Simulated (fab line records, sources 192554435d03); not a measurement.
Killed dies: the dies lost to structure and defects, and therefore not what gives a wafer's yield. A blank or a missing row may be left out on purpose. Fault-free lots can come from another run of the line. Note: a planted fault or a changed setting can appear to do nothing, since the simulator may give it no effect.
A single fault, viewed from 2 desks -- flow n5 finfet -- only its own numbers are on each desk; what lay behind them is given at the end

AT THE METROLOGY DESK
What the gauges read, lot by lot, whatever tool the lot ran on: means of the sampled wafers that have a number. The brackets show how far a lot's mean lies from the usual mean; more than 4 standard deviations puts the lot out of limits, marked OUT.
Columns: A = cd nm at N5_BEOL_M5_CD_MEAS_35, usual 28.0 nm
lot,first seen here,A
L238,day 8 19:25,28.3
L244,day 10 03:59,28.1
L250,day 11 23:21,27.4
L251,day 12 04:54,28.2
L252,day 12 07:55,28.1
L256,day 13 10:32,28.2
Finding of this desk: none of the 6 lots has anything out of limits.

TOOL OWNER'S DESK, pvd sputter-01
The tool's own readings at N5_BEOL_M5_SPUTTER_81 (material Cu, target thk 15 nm, time 27.62 s): means of the sampled wafers that have a number, for each lot that ran on this tool. The brackets show how far a lot's mean lies from the usual mean; more than 4 standard deviations puts the lot out of limits, marked OUT.
Columns: A = chamber pressure pa at N5_BEOL_M5_SPUTTER_81, usual 0.07 Pa; B = chuck gas flow sccm at N5_BEOL_M5_SPUTTER_81, usual 1.27 sccm; C = throttle valve pct at N5_BEOL_M5_SPUTTER_81, usual 30.3 %
lot,first seen here,A,B,C
L244,day 10 06:17,0.07,1.28,31.1
L250,day 12 01:48,0.07 (+12) OUT,1.25,31.1
L252,day 12 10:41,0.07 (+11) OUT,1.26,31.2
Finding of this desk: L250, L252 out of limits; the first was L250 at day 12 01:48, on chamber pressure pa at N5_BEOL_M5_SPUTTER_81. L244: within limits.

PUT TOGETHER
At day 12 01:48, on L250, L252, the tool owner's desk was in a position to raise an alarm.
From the metrology desk's view, nothing was out of limits.
The metrology desk has L250, L252 on record, within its limits.
Of the lots named, all ran N5_BEOL_M5_SPUTTER_81 on pvd sputter-01.

WHAT HAD BEEN PUT IN BY THE SIMULATOR
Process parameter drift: pvd sputter-01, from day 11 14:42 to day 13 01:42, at N5_BEOL_M5_SPUTTER_81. From 0.07, the setting chamber pressure pa moved by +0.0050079. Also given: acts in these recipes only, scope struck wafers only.
Shown lots that were struck: L250, L252.
Time in hours from fault onset to the first out-of-limits reading at each desk: the tool owner's desk, 11.
